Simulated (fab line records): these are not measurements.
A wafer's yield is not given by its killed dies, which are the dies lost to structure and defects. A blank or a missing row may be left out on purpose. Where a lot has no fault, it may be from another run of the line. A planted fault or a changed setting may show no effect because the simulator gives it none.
fab line records | flow n5_finfet
record lots=7 | wafers=39
route steps=1938 shown FIN_CUT@169 DUMMY_GATE@237 HKMG_FIN@435
start_h: the number of hours between the record's first day and the start of the first shown wafer of the lot | wait_h: hours from the lot's prior step to this one | " identical to the entry in the row above | L1.1+2: a row that stands for several wafers | - either no value or no given start | * or withheld: withheld | < > ~ a bound
route shown NAME@n: names a module that has steps shown in the file, with the first one's number in the route | usual: mean and standard deviation over wafers with no fault | same: alike in all rows | chamber/n: place in a boat | sites: the reading at each site | _std_site: standard deviation across them | _edge_site: the outer-site mean with the inner-site mean subtracted | radius_mm: for every site, how far away it sits from the centre of the wafer | mask NAME#n: copy n | behind: tool/chamber where the wafer was last shaped | hold: reason for holding the lot/hours on hold/outcome of the hold | device: which transistor (n, p or np) failed to switch | end of line: tests of these same wafers at the route's end | for a step that has no rows: nothing shown but its recipe | killed: the dies lost at the first sort to structure and to defects; this is not the yield of the wafer | map: a wafer's dies, marking killed ones x, the rest . and places with no die _
set.NAME: the run value of the setting; set.NAME@STEP: its run value at that earlier step | model.NAME: the simulator's own value behind a step, which no gauge read
one table per step and one row per wafer, for lots whose settings were changed on purpose
## steps
# step N5_FIN_CUT_ETCH_21
# recipe chemistry=N2/H2 | target=SOC | target_depth_a=2190 | overetch_a=438 | mask_material=SiARC | temp_c=40 | ion_energy_ev=100 | bias_w=61 | time_s=523.5 | pressure_mtorr=30 | source_w=850 | n2_flow_sccm=200 | h2_flow_sccm=200
# usual rf_vpp_V=240.6/1.3
lot.wafer | tool        | chamber | start_h | wait_h | set.bias_w | rf_vpp_V | model.SiARC_of_FIN_CUT_COAT_19.thk_nm
L074.1    | rie_diel-01 | 3       | 27.46   | 0.0    | 61         | 241.3    | 11.8
L074.2    | "           | 1       | "       | "      | 54.54      | 221.5    | 12.6
L074.3    | "           | 0       | "       | "      | 61         | 240.0    | 12
L074.4    | "           | 2       | "       | "      | 54.54      | 224.0    | 12.4
L074.5    | "           | 2       | "       | "      | 54.54      | 224.1    | 12.4
L074.6    | "           | 3       | "       | "      | 61         | 242.0    | 11.8
L080.1    | rie_diel-03 | 2       | 63.29   | 0.0    | 61         | 240.7    | 11.6
L080.2    | "           | 0       | "       | "      | 61         | 239.9    | 11.8
L080.3    | "           | 1       | "       | "      | 61         | 241.7    | 11.8
L080.4    | "           | 3       | "       | "      | 61         | 241.0    | 11.8
L080.5    | "           | 3       | "       | "      | 61         | 240.5    | 11.8
L080.6    | "           | 2       | "       | "      | 61         | 241.5    | 11.6
L081.1    | rie_diel-06 | 1       | 68.99   | 0.0    | 56.62      | 228.3    | 12.4
L081.2    | "           | 3       | "       | "      | 56.62      | 228.8    | 12.2
L081.3    | "           | 2       | "       | "      | 61         | 241.7    | 11.8
L081.4    | "           | 0       | "       | "      | 56.62      | 231.0    | 12.4
L081.5    | "           | 2       | "       | "      | 61         | 240.3    | 11.8
L081.6    | "           | 1       | "       | "      | 61         | 240.1    | 12
L085.1    | rie_diel-03 | 3       | 95.15   | 0.0    | 61         | 240.2    | 12
L085.2    | "           | 2       | "       | "      | 61         | 240.7    | 11.8
L085.3    | "           | 1       | "       | "      | 61         | 241.6    | 12
L085.4    | "           | 0       | "       | "      | 68.19      | 258.5    | 11.4
L085.5    | "           | 1       | "       | "      | 68.19      | 258.8    | 11.4
L085.6    | "           | 0       | "       | "      | 68.19      | 258.1    | 11.4
L086.1    | rie_diel-03 | 3       | 102.66  | 0.0    | 61         | 240.4    | 11.8
L086.2    | "           | 1       | "       | "      | 65.14      | 252.1    | 11.6
L086.3    | "           | 2       | "       | "      | 61         | 241.7    | 11.8
L086.4    | "           | 0       | "       | "      | 65.14      | 250.4    | 11.4
L086.5    | "           | 2       | "       | "      | 61         | 241.8    | 11.8
L086.6    | "           | 1       | "       | "      | 65.14      | 252.3    | 11.6
L088.2    | rie_diel-03 | 3       | 111.86  | 0.0    | 61         | 238.9    | 11.8
L088.3    | "           | 0       | "       | "      | 61         | 241.3    | 11.8
L088.6    | "           | 3       | "       | "      | 61         | 238.7    | 12
L089.1    | rie_diel-06 | 2       | 117.57  | 0.0    | 61         | 241.8    | 11.8
L089.2    | "           | 3       | "       | "      | 61         | 239.2    | 12
L089.3    | "           | 0       | "       | "      | 61         | 242.7    | 11.8
L089.4    | "           | 1       | "       | "      | 61         | 239.0    | 12
L089.5    | "           | 2       | "       | "      | 61         | 241.6    | 11.8
L089.6    | "           | 1       | "       | "      | 61         | 240.1    | 12
# step N5_DUMMY_GATE_ETCH_37
# recipe chemistry=N2/H2 | target=SOC | target_depth_a=600 | overetch_a=300 | temp_c=40 | ion_energy_ev=200 | pressure_mtorr=30 | source_w=840 | bias_w=150 | n2_flow_sccm=200 | h2_flow_sccm=200
# usual rf_vpp_V=523.8/2.4
lot.wafer | tool        | chamber | start_h | wait_h | set.source_w | rf_vpp_V
L074.1    | rie_diel-06 | 0       | 46.36   | 0.0    | 840          | 526.7
L074.2    | "           | 2       | "       | "      | 840          | 526.1
L074.3    | "           | 3       | "       | "      | 840          | 521.1
L074.4    | "           | 1       | "       | "      | 840          | 523.2
L074.5    | "           | 2       | "       | "      | 840          | 524.4
L074.6    | "           | 3       | "       | "      | 840          | 521.8
L080.1    | rie_diel-01 | 2       | 82.79   | 0.0    | 840          | 524.3
L080.2    | "           | 0       | "       | "      | 840          | 523.6
L080.3    | "           | 1       | "       | "      | 930.7        | 502.3
L080.4    | "           | 1       | "       | "      | 930.7        | 501.9
L080.5    | "           | 0       | "       | "      | 930.7        | 505.2
L080.6    | "           | 2       | "       | "      | 840          | 525.4
L081.1    | rie_diel-03 | 1       | 88.85   | 0.0    | 840          | 525.9
L081.2    | "           | 3       | "       | "      | 840          | 522.3
L081.3    | "           | 2       | "       | "      | 840          | 524.0
L081.4    | "           | 0       | "       | "      | 840          | 522.5
L081.5    | "           | 1       | "       | "      | 840          | 527.0
L081.6    | "           | 0       | "       | "      | 840          | 522.1
L085.1    | rie_diel-03 | 1       | 115.25  | 0.0    | 840          | 525.7
L085.2    | "           | 0       | "       | "      | 958.8        | 499.8
L085.3    | "           | 2       | "       | "      | 958.8        | 502.9
L085.4    | "           | 3       | "       | "      | 840          | 522.0
L085.5    | "           | 1       | "       | "      | 840          | 526.1
L085.6    | "           | 2       | "       | "      | 958.8        | 503.3
L086.1    | rie_diel-06 | 1       | 121.04  | 0.0    | 909.8        | 507.9
L086.2    | "           | 2       | "       | "      | 909.8        | 511.2
L086.3    | "           | 3       | "       | "      | 840          | 521.2
L086.4    | "           | 0       | "       | "      | 840          | 528.8
L086.5    | "           | 3       | "       | "      | 909.8        | 508.3
L086.6    | "           | 0       | "       | "      | 840          | 527.4
L088.2    | rie_diel-03 | 1       | 130.88  | 0.0    | 840          | 526.2
L088.3    | "           | 3       | "       | "      | 840          | 522.0
L088.6    | "           | 3       | "       | "      | 840          | 521.2
L089.1    | rie_diel-01 | 1       | 136.30  | 0.0    | 840          | 519.9
L089.2    | "           | 3       | "       | "      | 718.6        | 553.6
L089.3    | "           | 2       | "       | "      | 840          | 525.4
L089.4    | "           | 3       | "       | "      | 718.6        | 554.2
L089.5    | "           | 1       | "       | "      | 718.6        | 546.2
L089.6    | "           | 2       | "       | "      | 840          | 526.0
# step N5_DUMMY_GATE_ETCH_32
# recipe chemistry=CF4 | target=SiO2 | target_depth_a=35 | time_s=3.9 | ion_energy_ev=350 | pressure_mtorr=10 | icp_w=800 | bias_w=400 | cf4_flow_sccm=80
lot.wafer | tool      | chamber | start_h | wait_h | set.time_s | model.etch.depth_nm
L074.1    | rie_si-04 | 0       | 47.12   | 0.1    | 4.427      | 3.975
L074.2    | "         | 1       | "       | "      | 4.427      | 3.919
L074.3    | "         | 3       | "       | "      | 3.9        | 3.441
L074.4    | "         | 2       | "       | "      | 3.9        | 3.516
L074.5    | "         | 1       | "       | "      | 4.427      | 3.887
L074.6    | "         | 2       | "       | "      | 3.9        | 3.496
L080.1    | rie_si-06 | 0       | 83.31   | 0.1    | 3.9        | 3.531
L080.2    | "         | 1       | "       | "      | 3.9        | 3.42
L080.3    | "         | 2       | "       | "      | 3.9        | 3.502
L080.4    | "         | 3       | "       | "      | 3.9        | 3.442
L080.5    | "         | 3       | "       | "      | 3.9        | 3.412
L080.6    | "         | 0       | "       | "      | 3.9        | 3.53
L081.1    | rie_si-04 | 0       | 89.44   | 0.1    | 3.9        | 3.503
L081.2    | "         | 3       | "       | "      | 3.9        | 3.467
L081.3    | "         | 1       | "       | "      | 3.9        | 3.466
L081.4    | "         | 3       | "       | "      | 4.204      | 3.763
L081.5    | "         | 1       | "       | "      | 4.204      | 3.737
L081.6    | "         | 0       | "       | "      | 4.204      | 3.791
L085.1    | rie_si-06 | 3       | 115.77  | 0.1    | 3.9        | 3.468
L085.2    | "         | 1       | "       | "      | 4.225      | 3.735
L085.3    | "         | 2       | "       | "      | 3.9        | 3.539
L085.4    | "         | 0       | "       | "      | 3.9        | 3.57
L085.5    | "         | 1       | "       | "      | 4.225      | 3.754
L085.6    | "         | 2       | "       | "      | 4.225      | 3.816
L086.1    | rie_si-06 | 0       | 121.69  | 0.1    | 3.361      | 3.02
L086.2    | "         | 3       | "       | "      | 3.9        | 3.437
L086.3    | "         | 1       | "       | "      | 3.9        | 3.444
L086.4    | "         | 2       | "       | "      | 3.9        | 3.47
L086.5    | "         | 1       | "       | "      | 3.361      | 2.956
L086.6    | "         | 2       | "       | "      | 3.361      | 2.994
L088.2    | rie_si-04 | 2       | 131.42  | 0.1    | 3.9        | 3.485
L088.3    | "         | 1       | "       | "      | 3.9        | 3.445
L088.6    | "         | 0       | "       | "      | 3.9        | 3.475
L089.1    | rie_si-04 | 0       | 137.05  | 0.1    | 3.9        | 3.475
L089.2    | "         | 2       | "       | "      | 3.9        | 3.521
L089.3    | "         | 1       | "       | "      | 4.688      | 4.111
L089.4    | "         | 3       | "       | "      | 3.9        | 3.481
L089.5    | "         | 0       | "       | "      | 4.688      | 4.219
L089.6    | "         | 1       | "       | "      | 4.688      | 4.08
# step N5_HKMG_FIN_ETCH_32
# recipe chemistry=N2/H2 | target=SOC | target_depth_a=2400 | temp_c=40 | time_s=300 | ion_energy_ev=200 | mask_material=SiARC | pressure_mtorr=30 | source_w=840 | bias_w=150 | n2_flow_sccm=200 | h2_flow_sccm=200
# usual rf_vpp_V=524.5/2.9
lot.wafer | tool        | chamber | start_h | wait_h | set.source_w | rf_vpp_V | model.etch.depth_nm | model.HKMG_FIN.feature_depth_nm | model.SiARC_of_HKMG_FIN_COAT_30.thk_nm
L074.1    | rie_diel-02 | 2       | 76.68   | 0.0    | 840          | 527.6    | 245.4               | 245.4                           | 20.8
L074.2    | "           | 3       | "       | "      | 772.3        | 536.0    | 219.9               | 219.8                           | 22.2
L074.3    | "           | 0       | "       | "      | 772.3        | 536.0    | 224.8               | 224.8                           | 21.8
L074.4    | "           | 1       | "       | "      | 840          | 528.0    | 242.9               | 243                             | 21.2
L074.5    | "           | 2       | "       | "      | 840          | 527.4    | 245                 | 245                             | 20.8
L074.6    | "           | 3       | "       | "      | 772.3        | 536.2    | 218.6               | 218.6                           | 22.2
L080.1    | rie_diel-05 | 3       | 110.96  | 0.0    | 891.4        | 516.3    | 247.4               | 247.4                           | 21.2
L080.2    | "           | 1       | "       | "      | 891.4        | 510.7    | 244.5               | 244.6                           | 21.2
L080.3    | "           | 0       | "       | "      | 840          | 526.4    | 234.3               | 234.2                           | 21.2
L080.4    | "           | 2       | "       | "      | 891.4        | 515.5    | 249.1               | 249.2                           | 21.2
L080.5    | "           | 0       | "       | "      | 840          | 525.6    | 231.5               | 231.6                           | 21.4
L080.6    | "           | 1       | "       | "      | 840          | 521.8    | 233.4               | 233.4                           | 21.6
L081.1    | rie_diel-05 | 1       | 117.16  | 0.0    | 1000         | 491.7    | 270.2               | 270.2                           | 20.2
L081.2    | "           | 2       | "       | "      | 840          | 525.9    | 237.8               | 237.8                           | 21.6
L081.3    | "           | 3       | "       | "      | 1000         | 497.8    | 270.4               | 270.4                           | 20.2
L081.4    | "           | 1       | "       | "      | 840          | 520.5    | 235                 | 235                             | 21.6
L081.5    | "           | 2       | "       | "      | 840          | 527.0    | 240.3               | 240.2                           | 21.2
L081.6    | "           | 3       | "       | "      | 1000         | 496.3    | 271.5               | 271.4                           | 20.2
L085.1    | rie_diel-05 | 0       | 143.56  | 0.0    | 840          | 526.1    | 238.4               | 238.4                           | 21
L085.2    | "           | 2       | "       | "      | 840          | 525.0    | 238.3               | 238.2                           | 21.4
L085.3    | "           | 1       | "       | "      | 770.2        | 536.4    | 219.9               | 220                             | 22.2
L085.4    | "           | 3       | "       | "      | 840          | 527.6    | 237.7               | 237.8                           | 21.4
L085.5    | "           | 2       | "       | "      | 770.2        | 542.6    | 225.1               | 225                             | 22
L085.6    | "           | 3       | "       | "      | 770.2        | 542.2    | 219.3               | 219.2                           | 22.2
L086.1    | rie_diel-04 | 0       | 149.17  | 0.0    | 715.4        | 549.1    | 208.5               | 208.4                           | 22.6
L086.2    | "           | 2       | "       | "      | 715.4        | 552.9    | 209.9               | 210                             | 22.6
L086.3    | "           | 1       | "       | "      | 715.4        | 550.6    | 209.7               | 209.8                           | 22.4
L086.4    | "           | 3       | "       | "      | 840          | 525.9    | 238.1               | 238.2                           | 21.4
L086.5    | "           | 2       | "       | "      | 840          | 522.5    | 239.3               | 239.4                           | 21.2
L086.6    | "           | 1       | "       | "      | 840          | 521.9    | 241.1               | 241                             | 21.2
L088.2    | rie_diel-02 | 1       | 159.37  | 0.0    | 840          | 526.7    | 242.9               | 243                             | 21.2
L088.3    | "           | 3       | "       | "      | 840          | 521.1    | 234.7               | 234.6                           | 21.6
L088.6    | "           | 0       | "       | "      | 840          | 520.7    | 241.3               | 241.2                           | 21
L089.1    | rie_diel-05 | 3       | 165.78  | 0.0    | 840          | 525.4    | 236.9               | 237                             | 21.4
L089.2    | "           | 0       | "       | "      | 840          | 526.0    | 241.9               | 241.8                           | 20.6
L089.3    | "           | 2       | "       | "      | 840          | 525.6    | 239.1               | 239                             | 21.4
L089.4    | "           | 0       | "       | "      | 692.8        | 560.1    | 205.2               | 205.2                           | 22.2
L089.5    | "           | 2       | "       | "      | 692.8        | 561.0    | 204.9               | 204.8                           | 22.6
L089.6    | "           | 3       | "       | "      | 692.8        | 560.7    | 202                 | 202                             | 22.8
## key
split step=N5_FIN_CUT_ETCH_21 | setting=bias_w | stated=61 | by=wafer
response step=N5_FIN_CUT_ETCH_21 | reading=rf_vpp_V | change=+1.57 | per=1% | r=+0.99
response step=N5_FIN_CUT_ETCH_21 | reading=model.SiARC_of_FIN_CUT_COAT_19.thk_nm | change=-0.051 | per=1% | r=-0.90
split step=N5_DUMMY_GATE_ETCH_37 | setting=source_w | stated=840 | by=wafer
response step=N5_DUMMY_GATE_ETCH_37 | reading=rf_vpp_V | change=-1.83 | per=1% | r=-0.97
split step=N5_DUMMY_GATE_ETCH_32 | setting=time_s | stated=3.9 | by=wafer
response step=N5_DUMMY_GATE_ETCH_32 | reading=model.etch.depth_nm | change=+0.0324 | per=1% | r=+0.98
split step=N5_HKMG_FIN_ETCH_32 | setting=source_w | stated=840 | by=wafer
response step=N5_HKMG_FIN_ETCH_32 | reading=rf_vpp_V | change=-1.72 | per=1% | r=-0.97
response step=N5_HKMG_FIN_ETCH_32 | reading=model.etch.depth_nm | change=+1.98 | per=1% | r=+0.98
response step=N5_HKMG_FIN_ETCH_32 | reading=model.HKMG_FIN.feature_depth_nm | change=+1.99 | per=1% | r=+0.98
response step=N5_HKMG_FIN_ETCH_32 | reading=model.SiARC_of_HKMG_FIN_COAT_30.thk_nm | change=-0.0801 | per=1% | r=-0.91
